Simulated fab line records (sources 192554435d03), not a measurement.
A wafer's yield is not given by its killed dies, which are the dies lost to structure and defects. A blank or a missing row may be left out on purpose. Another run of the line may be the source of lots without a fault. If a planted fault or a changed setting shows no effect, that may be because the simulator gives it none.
fab line records -- flow n5Finfet
record: lots: 5, wafers: 12, lastDay: 17
route steps=1938 shown BEOL_M0_SAQP@652 BEOL_M4@1111 PASSIVATION@1936
lots with no fault: from the same line, run without faults
startH: hours from the record's opening day to when the first of the lot's shown wafers began -- waitH: how many hours have passed since the lot's step before this one -- " the same as in the row above -- L1.1+2: one row covering several wafers at once -- - no value present, or no start provided -- * or withheld: withheld -- < > ~ a bound
route shown NAME@n: names a module that has steps shown in the file, with the first one's number in the route -- usual: mean and standard deviation over wafers with no fault -- same: alike in all rows -- chamber/n: place in a boat -- sites: each site's reading -- _std_site: their standard deviation -- _edge_site: outer sites' mean less inner sites' -- radiusMm: how far each site lies from the wafer's centre -- mask NAME#n: copy n -- behind: tool/chamber where the wafer was last shaped -- hold: cause of the lot's hold/its duration in hours/its outcome -- device: names the non-switching transistor (n, p or np) -- end of line: at the end of the route, the tests of the same wafers -- step lacking rows: just its recipe -- killed: dies that structure and defects cost at the first sort, which is not the same as the wafer's yield -- map: shows each die of a wafer: x if killed, . if not, _ if none is there
set.NAME: the setting as run; set.NAME@STEP: as run at that earlier step -- model.NAME: the simulator's own value behind a step, which no gauge read
certain route steps with their lots: each step a table, each wafer a row
services: the hour from which a tool's chamber was out of use, counted from the record's first day as startH (under 0 if before that day), plus the number of hours and why
== steps ==
step: N5_BEOL_M0_SAQP_DESCUM_19
recipe: chemistry: O2, timeS: 7.9, sourcePowerW: 50, biasPowerW: 20, pressureMtorr: 20, rfFrequencyHz: 2.712e+07, tempC: 40, resist: CAR-ArF, o2FlowSccm: 225
step: N5_BEOL_M0_SAQP_ETCH_83
recipe: chemistry: CF4, target: SiARC, targetDepthA: 390, maskMaterial: CAR-ArF, timeS: 65, ionEnergyEv: 80, pressureMtorr: 40, sourceW: 545, biasW: 36, Ar_flow_sccm: 100, cf4FlowSccm: 100, ends: cleared
step: N5_BEOL_M0_SAQP_ETCH_84
recipe: chemistry: N2/H2, target: SOC, targetDepthA: 1000, overetchA: 200, maskMaterial: SiARC, tempC: 40, timeS: 150, ionEnergyEv: 200, pressureMtorr: 30, sourceW: 840, biasW: 150, n2FlowSccm: 200, h2FlowSccm: 200
step: N5_BEOL_M0_SAQP_STRIP_80
recipe: chemistry: N2/H2, tempC: 40, n2FlowSccm: 200, h2FlowSccm: 200, rfFrequencyHz: 6e+07
step: N5_BEOL_M0_SAQP_HM_OPEN_112
recipe: chemistry: CHF3/O2, target: SiO2, stopOn: a-Si, targetDepthA: 120, overEtchFrac: 1.25, maskMaterial: SOC, timeS: 13.5, pressureMtorr: 30, sourceW: 650, biasW: 170, Ar_flow_sccm: 200, CHF3_flow_sccm: 50, O2_flow_sccm: 5, ionEnergyEv: 200, ends: endPoint
step: N5_BEOL_M0_SAQP_STRIP_113
recipe: chemistry: CHF3/O2, resist: SiARC, rfFrequencyHz: 6e+07
step: N5_BEOL_M0_SAQP_MANDREL_ETCH_20
recipe: targetDepthA: 600, chemistry: HBr/Cl2, target: a-Si, stopOn: SiNx, btTimeS: 10, maskMaterial: SOC, overEtchFrac: 0.5, timeS: 30, pressureMtorr: 10, icpW: 800, biasW: 75, HBr_flow_sccm: 150, Cl2_flow_sccm: 80, ends: endPoint
step: N5_BEOL_M0_SAQP_STRIP_86
recipe: chemistry: N2/H2, powerW: 500, tempC: 40, pressureMtorr: 50, rfFrequencyHz: 6e+07, overashFraction: 0.3, biasPowerW: 28, h2Frac: 0.5, n2FlowSccm: 300, h2FlowSccm: 300
step: N5_BEOL_M0_SAQP_STRIP_115
recipe: chemistry: postEtchResidueRemover, timeS: 60, tempC: 25, removerPh: withheld, removerWaterWtPct: withheld, removerFluorideWtPct: withheld
step: N5_BEOL_M0_SAQP_SRD_93
recipe: dry: ipaMarangoni, timeS: 30, tempC: 23, rinseLiquid: diw
step: N5_BEOL_M0_SAQP_RECESS_114
recipe: chemistry: HF/NH3, target: SiO2, targetDepthA: 144, afsCycles: 3, tempC: 30, sublimationTempC: 180, sublimationTimeS: 60
step: N5_BEOL_M0_SAQP_SPACER1_ALD_98
recipe: material: SiO2, targetThkA: 128, tempC: 300, aldPrecursorFamily: BDEAS, aldCoReactant: O2-plasma, pulseTimeS: 1, purgeTimeS: 2, coReactantPurgeTimeS: 2, aldCycles: 138, pressureTorr: 2
usual: aldCycles: 138/0, chamberPressureTorr: 2.000/0.004, heaterPowerOuterW: 259/20, heaterPowerW: 472/38, precursorPulseHeightRel: 0.995/0.02, susceptorTempC: 300.02/0.21
lot.wafer,tool,chamber,startH,waitH,aldCycles,chamberPressureTorr,heaterPowerOuterW,heaterPowerW,precursorPulseHeightRel,susceptorTempC,model.SiO2_of_BEOL_M0_SAQP_SPACER1_ALD_98.thkNm
L625.2,aldSin-02,1,127.00,0.3,138,1.998,266,454,1.005,299.75,13
L625.3,aldSin-02,3,127.00,0.3,138,2.001,263,504,1.009,300.06,12.8
L625.5,aldSin-02,0,127.00,0.3,138,2.002,255,454,0.977,299.65,12.8
L628.3,aldSin-02,3,143.76,0.9,178,2.000,261,486,1.000,300.12,16.4
L628.6,aldSin-02,0,143.76,0.9,178,2.000,252,452,1.002,300.39,16.6
L629.5,aldSin-02,2,153.84,0.3,138,1.999,276,487,1.023,299.97,12.8
L629.6,aldSin-02,3,153.84,0.3,178,2.001,266,489,0.972,300.09,16.4
L631.5,aldSin-02,0,169.46,0.3,138,1.997,254,445,1.000,300.28,12.8
L631.6,aldSin-02,3,169.46,0.3,178,1.999,259,480,0.968,300.01,16.6
L644.4,aldSin-03,1,241.96,0.6,138,2.005,251,461,0.977,300.25,12.8
L644.5,aldSin-03,0,241.96,0.6,138,1.998,262,522,0.994,299.93,12.8
L644.6,aldSin-03,3,241.96,0.6,138,2.003,242,426,0.993,300.09,12.8
step: N5_BEOL_M0_SAQP_SPACER1_ETCHBACK_99
recipe: chemistry: CHF3/O2, mode: anisotropicEtchback, target: SiO2, targetDepthA: 154, timeS: 7.7, pressureMtorr: 30, sourceW: 650, biasW: 170, Ar_flow_sccm: 200, CHF3_flow_sccm: 50, O2_flow_sccm: 5, ionEnergyEv: 200
step: N5_BEOL_M0_SAQP_MANDREL1_REMOVE_100
recipe: chemistry: HBr/Cl2/O2, btTimeS: 10, target: a-Si, stopOn: SiNx, endpoint: OES-SiCl, overEtchFrac: 0.85, icpW: 600, biasW: 30, HBr_flow_sccm: 150, Cl2_flow_sccm: 80, O2_flow_sccm: 5, pressureMtorr: 10
usual: O2_flow_sccm: 5.000/0.016, chamberPressureMTorr: 10.001/0.0095, drypumpMotorCurrentA: 5.5/0.43, oesProductAu: 1.008/0.015, throttleValvePct: 36.78/0.29
lot.wafer,tool,chamber,startH,waitH,O2_flow_sccm,chamberPressureMTorr,drypumpMotorCurrentA,oesProductAu,rfHoursCounterH,throttleValvePct,model.SiO2_of_BEOL_M0_SAQP_SPACER1_ALD_98.thkNm,model.BEOL_M0_SAQP.cdNm
L625.2,rieSi-05,3,127.56,0.1,4.999,10.006,5.6,0.995,188,36.50,7.6,13
L625.3,rieSi-05,1,127.56,0.1,4.992,9.988,5.6,0.999,33,37.21,7.4,12.8
L625.5,rieSi-05,0,127.56,0.1,4.986,10.008,6.3,0.992,-,37.07,7.4,12.8
L628.3,rieSi-04,0,144.32,0.1,5.011,10.004,5.8,1.001,79,36.99,11.2,16.6
L628.6,rieSi-04,2,144.32,0.1,5.024,10.010,5.0,1.016,-,37.10,11.4,16.6
L629.5,rieSi-06,0,154.21,0.1,4.997,9.997,6.2,1.026,-,36.42,7.4,12.6
L629.6,rieSi-06,3,154.21,0.1,4.998,10.006,5.0,0.983,-,36.63,11,16.2
L631.5,rieSi-06,3,169.99,0.1,5.027,9.984,5.0,0.997,-,36.63,7.4,12.8
L631.6,rieSi-06,2,169.99,0.1,5.026,9.996,5.8,1.020,-,37.08,11.2,16.6
L644.4,rieSi-06,0,242.52,0.1,4.993,10.006,6.3,1.019,183,36.41,7.4,12.6
L644.5,rieSi-06,0,242.52,0.1,5.006,9.991,6.2,1.024,-,36.44,7.4,12.6
L644.6,rieSi-06,3,242.52,0.1,5.004,9.985,5.0,1.007,-,36.64,7.4,12.6
step: N5_BEOL_M0_SAQP_CD_MEAS_25
recipe: targetCdNm: 13.1, landingEnergyEv: 1000, detector: seInlens
usual: cdNm: 12.77/0.22
lot.wafer,tool,chamber,startH,waitH,cdNm
L625.2,cdSem-02,0,127.67,0.1,13.19
L625.3,cdSem-02,0,127.67,0.1,12.64
L625.5,cdSem-02,0,127.67,0.1,12.58
L628.3,cdSem-01,0,144.44,0.1,16.16
L628.6,cdSem-01,0,144.44,0.1,16.64
L629.5,cdSem-03,0,154.29,0.0,13.07
L629.6,cdSem-03,0,154.29,0.0,16.14
L631.5,cdSem-03,0,170.08,0.0,12.76
L631.6,cdSem-03,0,170.08,0.0,16.63
L644.4,cdSem-02,0,242.63,0.1,12.60
L644.5,cdSem-02,0,242.63,0.1,12.39
L644.6,cdSem-02,0,242.63,0.1,12.54
step: N5_BEOL_M0_SAQP_ETCH_101
recipe: chemistry: CH3F/O2, target: SiNx, maskMaterial: SiO2, targetDepthA: 299, timeS: 42.7, pressureMtorr: 30, sourceW: 395, biasW: 73, Ar_flow_sccm: 150, CH3F_flow_sccm: 30, O2_flow_sccm: 20, ionEnergyEv: 120
step: N5_BEOL_M0_SAQP_ETCH_102
recipe: chemistry: CF4, target: SiO2, targetDepthA: 40, ionEnergyEv: 350, timeS: 4.4, pressureMtorr: 10, icpW: 800, biasW: 400, cf4FlowSccm: 80
step: N5_BEOL_M0_SAQP_MANDREL_ETCH_103
recipe: chemistry: HBr/Cl2, target: a-Si, targetDepthA: 450, btTimeS: 10, stopOn: SiCN, maskMaterial: SiO2, overEtchFrac: 0.8, timeS: 27, pressureMtorr: 10, icpW: 800, biasW: 75, HBr_flow_sccm: 150, Cl2_flow_sccm: 80, ends: endPoint
step: N5_BEOL_M0_SAQP_RECESS_104
recipe: chemistry: HF/NH3, target: SiO2, targetDepthA: 180, afsCycles: 3, tempC: 30, sublimationTempC: 180, sublimationTimeS: 60
step: N5_BEOL_M0_SAQP_COAT_105
recipe: resist: SOC, tempC: 250, timeS: 60, spinRpm: 1500, resistThkNm: 100
step: N5_BEOL_M0_SAQP_ETCH_106
recipe: chemistry: N2/H2, target: SOC, targetDepthA: 1500, stopOn: SiNx, ionEnergyEv: 100, biasW: 61, pressureMtorr: 30, sourceW: 850, n2FlowSccm: 200, h2FlowSccm: 200
step: N5_BEOL_M0_SAQP_ETCH_107
recipe: chemistry: CH3F/O2, target: SiNx, targetDepthA: 300, maskMaterial: SOC, pressureMtorr: 30, sourceW: 395, biasW: 73, Ar_flow_sccm: 150, CH3F_flow_sccm: 30, O2_flow_sccm: 20, ionEnergyEv: 120
step: N5_BEOL_M0_SAQP_STRIP_108
recipe: chemistry: N2/H2, powerW: 500, tempC: 40, pressureMtorr: 50, rfFrequencyHz: 6e+07, overashFraction: 0.3, biasPowerW: 28, h2Frac: 0.5, n2FlowSccm: 300, h2FlowSccm: 300
step: N5_BEOL_M0_SAQP_RECESS_109
recipe: chemistry: HF/NH3, target: SiO2, targetDepthA: 30, afsCycles: 1, tempC: 30, sublimationTempC: 180, sublimationTimeS: 60
step: N5_BEOL_M0_SAQP_SPACER2_ALD_26
recipe: material: SiO2, targetThkA: 150, tempC: 300, aldPrecursorFamily: BDEAS, aldCoReactant: O2-plasma, pulseTimeS: 1, purgeTimeS: 2, coReactantPurgeTimeS: 2, pressureTorr: 2
step: N5_BEOL_M0_SAQP_SPACER2_ETCHBACK_27
recipe: chemistry: CHF3/O2, mode: anisotropicEtchback, target: SiO2, targetDepthA: 225, timeS: 11.25, pressureMtorr: 30, sourceW: 650, biasW: 170, Ar_flow_sccm: 200, CHF3_flow_sccm: 50, O2_flow_sccm: 5, ionEnergyEv: 200
step: N5_BEOL_M0_SAQP_MANDREL2_REMOVE_110
recipe: chemistry: HBr/Cl2/O2, btTimeS: 10, target: a-Si, stopOn: SiCN, endpoint: OES-SiCl, overEtchFrac: 1, icpW: 600, biasW: 30, HBr_flow_sccm: 150, Cl2_flow_sccm: 80, O2_flow_sccm: 5, pressureMtorr: 10
step: N5_BEOL_M0_SAQP_COAT_69
recipe: resist: SOC, tempC: 250, timeS: 60, spinRpm: 1500, resistThkNm: 90
step: N5_BEOL_M0_SAQP_COAT_72
recipe: resist: SiARC, tempC: 220, timeS: 60, spinRpm: 1500, resistThkNm: 15
step: N5_BEOL_M0_SAQP_COAT_87
recipe: resist: underlayer, tempC: 205, timeS: 60, spinRpm: 1500, resistThkNm: 5
step: N5_BEOL_M0_SAQP_COAT_34
recipe: resist: CAR-EUV, spinRpm: 1500, resistThkNm: 30
step: N5_BEOL_M0_SAQP_EBR_36
recipe: solvent: PGMEA, ebrWidthMm: 1.5
step: N5_BEOL_M0_SAQP_SOFTBAKE_35
recipe: tempC: 110, timeS: 60, resist: CAR-EUV
step: N5_BEOL_M0_SAQP_EXPOSE_37
recipe: maskId: M0_CUT1, na: 0.33, sourceShape: annular, sigmaInner: 0.35, sigmaOuter: 0.8, polarization: unpolarized, targetCdNm: 30, doseMj: 44.75
step: N5_BEOL_M0_SAQP_PEB_38
recipe: pebTempC: 100, pebTimeS: 60, resist: CAR-EUV
step: N5_BEOL_M0_SAQP_DEVELOP_39
recipe: developTimeS: 30, developer: TMAH, resist: CAR-EUV, rinseLiquid: surfactantRinse, dry: airSpin, devTempC: 23
step: N5_BEOL_M0_SAQP_DESCUM_45
recipe: chemistry: O2, timeS: 7, sourcePowerW: 50, biasPowerW: 20, pressureMtorr: 20, rfFrequencyHz: 2.712e+07, tempC: 40, resist: CAR-EUV, o2FlowSccm: 225
step: N5_BEOL_M4_RC_MEAS_101
usual: DIBL_N: 36.2/1.7, DIBL_P: 36.2/2.2, IOFF_N: 0.16/0.035, IOFF_P: 0.21/0.042, ION_N: 673/13, ION_P: 462/7.9, SS_N: 71.4/0.59, SS_P: 73.2/0.7, VT_N: 250/3.6, VT_P: -251/3.5
lot.wafer,tool,chamber,startH,waitH,DIBL_N[mV/V],DIBL_P[mV/V],IOFF_N[nA/um],IOFF_P[nA/um],ION_N[uA/um],ION_P[uA/um],SS_N[mV/dec],SS_P[mV/dec],VT_N[mV],VT_P[mV]
L625.2,prober-02,0,175.38,0.2,35.7,38.2,0.20,0.28,691,470,71.4,74.0,244,-242
L625.3,prober-02,0,175.38,0.2,35.8,37.6,0.19,0.26,680,466,71.3,73.5,248,-243
L625.5,prober-02,0,175.38,0.2,36.6,38.1,0.21,0.26,701,472,72.2,74.1,245,-246
L629.5,prober-02,0,212.08,0.6,37.7,38.3,0.19,0.25,683,469,72.1,73.5,248,-248
L631.5,prober-01,0,234.09,0.6,37.1,37.8,0.16,0.23,673,463,71.8,73.4,247,-247
L644.4,prober-02,0,304.08,0.5,35.5,34.0,0.13,0.18,673,461,70.5,72.0,252,-250
L644.5,prober-02,0,304.08,0.5,36.7,36.2,0.15,0.22,663,464,70.8,73.2,249,-248
L644.6,prober-02,0,304.08,0.5,33.2,31.4,0.10,0.15,646,458,70.2,71.6,259,-254
step: N5_PASSIVATION_PROBE_49
usual: defectLimitedYield: 91.4/1.4, killed_at_M0_to_M3: 31/10, killed_at_M4_up: 14/5.6, killedAtContacts: 13/6.3, killedAtFrontEnd: 39/10, killedAtOther: 4/3.1, killedDies: 101/16, killedOnRim: 13/3.9, killedOpen: 65/13, killedShort: 34/7.2, sort_bin_5_function: 5.1/0.88, sort_bin_6_memory: 3.2/0.66, sortNPass: 1079/16, sortYieldPct: 91.4/1.4
same: grossDies: 1180, killedAtBackSide: 0, sort_bin_4_leakage[%]: 0, sort_bin_8_speed[%]: 0
lot.wafer,tool,chamber,startH,waitH,defectLimitedYield[%],killed_at_M0_to_M3,killed_at_M4_up,killedAtContacts,killedAtFrontEnd,killedAtOther,killedDies,killedOnRim,killedOpen,killedShort,sort_bin_5_function[%],sort_bin_6_memory[%],sortNPass,sortYieldPct[%]
L628.3,prober-01,-,294.90,0.1,0,1133,11,4,27,5,1180,152,46,30,97.3,2.6,0,0
L628.6,prober-01,-,295.05,0.3,0,1122,12,9,35,2,1180,152,54,24,97.9,2.0,0,0
L629.5,prober-01,-,316.27,0.2,89.7,54,17,16,30,4,121,13,83,38,5.2,4.6,1059,89.7
L629.6,prober-01,-,316.32,0.3,0,1104,14,20,37,5,1180,152,78,42,96.8,3.0,0,0
L631.5,prober-02,-,332.88,0.3,92.1,23,10,11,47,2,93,8,61,31,4.6,3.3,1087,92.1
L631.6,prober-02,-,332.93,0.3,0,1120,4,26,26,4,1180,152,53,36,96.8,2.8,0,0
killed by level:class
L628.3 BEOL_M0_SAQP:areaAld=1104 BEOL_M3:geometricParticle:open=11 FIN_SAQP:geometricParticle:short=9 BEOL_M0_SAQP:geometricParticle:open=8 BEOL_M8:geometricParticle:open=4 STI_FIN_REVEAL:geometricParticle:open=4 BEOL_M0_SAQP:geometricParticle:short=3 STARTING-WAFER:geometricParticle:short=3
L628.6 BEOL_M0_SAQP:areaAld=1102 FIN_SAQP:geometricParticle:open=10 GATE_CUT:geometricParticle:short=8 MOL_CONTACT_COAG:geometricParticle:open=8 BEOL_M0_SAQP:geometricParticle:short=5 BEOL_M0_SAQP:geometricParticle:open=5 FIN_SAQP:geometricParticle:short=4 BEOL_M5:geometricParticle:open=4
L629.5 BEOL_M0_SAQP:geometricParticle:open=17 MOL_CONTACT_COAG:geometricParticle:open=16 BEOL_M1:geometricParticle:open=12 BEOL_M0_SAQP:geometricParticle:short=11 BEOL_M4:geometricParticle:open=10 FIN_SAQP:geometricParticle:short=7 FIN_SAQP:geometricParticle:open=6 BEOL_M1:geometricParticle:short=3
L629.6 BEOL_M0_SAQP:areaAld=1060 MOL_CONTACT_COAG:geometricParticle:open=17 BEOL_M0_SAQP:geometricParticle:short=13 STI_FIN_REVEAL:geometricParticle:open=11 BEOL_M0_SAQP:geometricParticle:open=10 BEOL_M3:geometricParticle:open=8 BEOL_M1:geometricParticle:open=6 FIN_SAQP:geometricParticle:open=5
L631.5 FIN_SAQP:geometricParticle:open=12 BEOL_M0_SAQP:geometricParticle:open=10 FIN_SAQP:geometricParticle:short=9 MOL_CONTACT_COAG:geometricParticle:open=9 BEOL_M1:geometricParticle:open=7 ILD0:geometricParticle:short=5 SPACER0:geometricParticle:short=4 SPACER0:geometricParticle:open=3
L631.6 BEOL_M0_SAQP:areaAld=1090 MOL_CONTACT_COAG:geometricParticle:open=20 BEOL_M0_SAQP:geometricParticle:short=8 MOL_CONTACT_COAG:geometricParticle:short=6 BEOL_M0_SAQP:geometricParticle:open=6 BEOL_M2:geometricParticle:open=5 BEOL_M3:geometricParticle:open=5 GATE_CUT:geometricParticle:short=4
map L628.3 (x killed, . not)
_________________xxxxxxxxxxxx________________
______________xxxxxxxxxxxxxxxxxx_____________
___________xxxxxxxxxxxxxxxxxxxxxxxx__________
__________xxxxxxxxxxxxxxxxxxxxxxxxxx_________
________xxxxxxxxxxxxxxxxxxxxxxxxxxxxxx_______
_______xxxxxxxxxxxxxxxxxxxxxxxxxxxxxxxx______
______xxxxxxxxxxxxxxxxxxxxxxxxxxxxxxxxxx_____
_____xxxxxxxxxxxxxxxxxxxxxxxxxxxxxxxxxxxx____
____xxxxxxxxxxxxxxxxxxxxxxxxxxxxxxxxxxxxxx___
___xxxxxxxxxxxxxxxxxxxxxxxxxxxxxxxxxxxxxxxx__
___xxxxxxxxxxxxxxxxxxxxxxxxxxxxxxxxxxxxxxxx__
__xxxxxxxxxxxxxxxxxxxxxxxxxxxxxxxxxxxxxxxxxx_
__xxxxxxxxxxxxxxxxxxxxxxxxxxxxxxxxxxxxxxxxxx_
_xxxxxxxxxxxxxxxxxxxxxxxxxxxxxxxxxxxxxxxxxxxx
_xxxxxxxxxxxxxxxxxxxxxxxxxxxxxxxxxxxxxxxxxxxx
_xxxxxxxxxxxxxxxxxxxxxxxxxxxxxxxxxxxxxxxxxxxx
_xxxxxxxxxxxxxxxxxxxxxxxxxxxxxxxxxxxxxxxxxxxx
_xxxxxxxxxxxxxxxxxxxxxxxxxxxxxxxxxxxxxxxxxxxx
_xxxxxxxxxxxxxxxxxxxxxxxxxxxxxxxxxxxxxxxxxxxx
_xxxxxxxxxxxxxxxxxxxxxxxxxxxxxxxxxxxxxxxxxxxx
_xxxxxxxxxxxxxxxxxxxxxxxxxxxxxxxxxxxxxxxxxxxx
__xxxxxxxxxxxxxxxxxxxxxxxxxxxxxxxxxxxxxxxxxx_
__xxxxxxxxxxxxxxxxxxxxxxxxxxxxxxxxxxxxxxxxxx_
___xxxxxxxxxxxxxxxxxxxxxxxxxxxxxxxxxxxxxxxx__
___xxxxxxxxxxxxxxxxxxxxxxxxxxxxxxxxxxxxxxxx__
____xxxxxxxxxxxxxxxxxxxxxxxxxxxxxxxxxxxxxx___
_____xxxxxxxxxxxxxxxxxxxxxxxxxxxxxxxxxxxx____
______xxxxxxxxxxxxxxxxxxxxxxxxxxxxxxxxxx_____
_______xxxxxxxxxxxxxxxxxxxxxxxxxxxxxxxx______
________xxxxxxxxxxxxxxxxxxxxxxxxxxxxxx_______
__________xxxxxxxxxxxxxxxxxxxxxxxxxx_________
___________xxxxxxxxxxxxxxxxxxxxxxxx__________
______________xxxxxxxxxxxxxxxxxx_____________
_________________xxxxxxxxxxxx________________
map L629.6 (x killed, . not)
_________________xxxxxxxxxxxx________________
______________xxxxxxxxxxxxxxxxxx_____________
___________xxxxxxxxxxxxxxxxxxxxxxxx__________
__________xxxxxxxxxxxxxxxxxxxxxxxxxx_________
________xxxxxxxxxxxxxxxxxxxxxxxxxxxxxx_______
_______xxxxxxxxxxxxxxxxxxxxxxxxxxxxxxxx______
______xxxxxxxxxxxxxxxxxxxxxxxxxxxxxxxxxx_____
_____xxxxxxxxxxxxxxxxxxxxxxxxxxxxxxxxxxxx____
____xxxxxxxxxxxxxxxxxxxxxxxxxxxxxxxxxxxxxx___
___xxxxxxxxxxxxxxxxxxxxxxxxxxxxxxxxxxxxxxxx__
___xxxxxxxxxxxxxxxxxxxxxxxxxxxxxxxxxxxxxxxx__
__xxxxxxxxxxxxxxxxxxxxxxxxxxxxxxxxxxxxxxxxxx_
__xxxxxxxxxxxxxxxxxxxxxxxxxxxxxxxxxxxxxxxxxx_
_xxxxxxxxxxxxxxxxxxxxxxxxxxxxxxxxxxxxxxxxxxxx
_xxxxxxxxxxxxxxxxxxxxxxxxxxxxxxxxxxxxxxxxxxxx
_xxxxxxxxxxxxxxxxxxxxxxxxxxxxxxxxxxxxxxxxxxxx
_xxxxxxxxxxxxxxxxxxxxxxxxxxxxxxxxxxxxxxxxxxxx
_xxxxxxxxxxxxxxxxxxxxxxxxxxxxxxxxxxxxxxxxxxxx
_xxxxxxxxxxxxxxxxxxxxxxxxxxxxxxxxxxxxxxxxxxxx
_xxxxxxxxxxxxxxxxxxxxxxxxxxxxxxxxxxxxxxxxxxxx
_xxxxxxxxxxxxxxxxxxxxxxxxxxxxxxxxxxxxxxxxxxxx
__xxxxxxxxxxxxxxxxxxxxxxxxxxxxxxxxxxxxxxxxxx_
__xxxxxxxxxxxxxxxxxxxxxxxxxxxxxxxxxxxxxxxxxx_
___xxxxxxxxxxxxxxxxxxxxxxxxxxxxxxxxxxxxxxxx__
___xxxxxxxxxxxxxxxxxxxxxxxxxxxxxxxxxxxxxxxx__
____xxxxxxxxxxxxxxxxxxxxxxxxxxxxxxxxxxxxxx___
_____xxxxxxxxxxxxxxxxxxxxxxxxxxxxxxxxxxxx____
______xxxxxxxxxxxxxxxxxxxxxxxxxxxxxxxxxx_____
_______xxxxxxxxxxxxxxxxxxxxxxxxxxxxxxxx______
________xxxxxxxxxxxxxxxxxxxxxxxxxxxxxx_______
__________xxxxxxxxxxxxxxxxxxxxxxxxxx_________
___________xxxxxxxxxxxxxxxxxxxxxxxx__________
______________xxxxxxxxxxxxxxxxxx_____________
_________________xxxxxxxxxxxx________________
== services ==
tool,chamber,startH,hours,kind
rieSi-05,2,104.00,2.9,repair
rieSi-06,1,114.87,4.9,repair
rieSi-04,3,121.86,1.2,repair
rieSi-05,3,128.71,3.4,repair
rieSi-04,2,132.35,7.1,repair
rieSi-05,3,133.45,6.2,repair
aldSin-02,-,177.10,14.0,pm
aldSin-02,0,177.10,14.0,ventCycle
aldSin-02,1,177.10,14.0,ventCycle
aldSin-02,2,177.10,14.0,ventCycle
aldSin-02,3,177.10,14.0,ventCycle
aldSin-02,0,191.10,-,clean
aldSin-02,1,191.10,-,clean
aldSin-02,2,191.10,-,clean
aldSin-02,3,191.10,-,clean
rieSi-04,2,193.65,6.7,repair
rieSi-05,3,200.58,-,clean
rieSi-05,3,200.58,23.2,scheduledDown
rieSi-05,3,200.58,23.2,ventCycle
aldSin-02,2,202.32,6.5,repair
== key ==
firstSign: step: N5_BEOL_M0_SAQP_SPACER1_ALD_98, reading: aldCycles, direction: up, sigmas: 99+, usual: *, struck: *
effect: step: N5_BEOL_M0_SAQP_CD_MEAS_25, reading: cdNm, direction: up, sigmas: 16, usual: 12.77, struck: 16.39
effect: step: N5_PASSIVATION_PROBE_49, reading: killed_at_M0_to_M3, direction: up, sigmas: 99+, usual: 31, struck: 1120
modelEffect: step: N5_BEOL_M0_SAQP_SPACER1_ALD_98, value: SiO2_of_BEOL_M0_SAQP_SPACER1_ALD_98.thkNm, without: 12.85, struck: 16.5
modelEffect: step: N5_BEOL_M0_SAQP_MANDREL1_REMOVE_100, value: SiO2_of_BEOL_M0_SAQP_SPACER1_ALD_98.thkNm, without: 7.45, struck: 11.2
moreKillsBornAt: N5_BEOL_M0_SAQP_SPACER1_ALD_98@aldSin-02: 4356
metAt N5_BEOL_M0_SAQP_SPACER1_ALD_98
struckWafers L628.3,L628.6,L629.6,L631.6
laterRowsLeftOut L628.3,L628.6,L629.6,L631.6
onsetBetween 127.00 143.76
fault: kind: processParameterDrift, tool: aldSin-02, chamber: -, onsetH: 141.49, steps: N5_BEOL_M0_SAQP_SPACER1_ALD_98, channel: aldCycles, offset: *, shape: step, endH: 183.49, scope: struckWafersOnly, actsIn: *, stated: *
laterRowsLeftOut: the simulator's readings of these wafers behind a module that went badly wrong aren't trusted and aren't shown, but for the sort
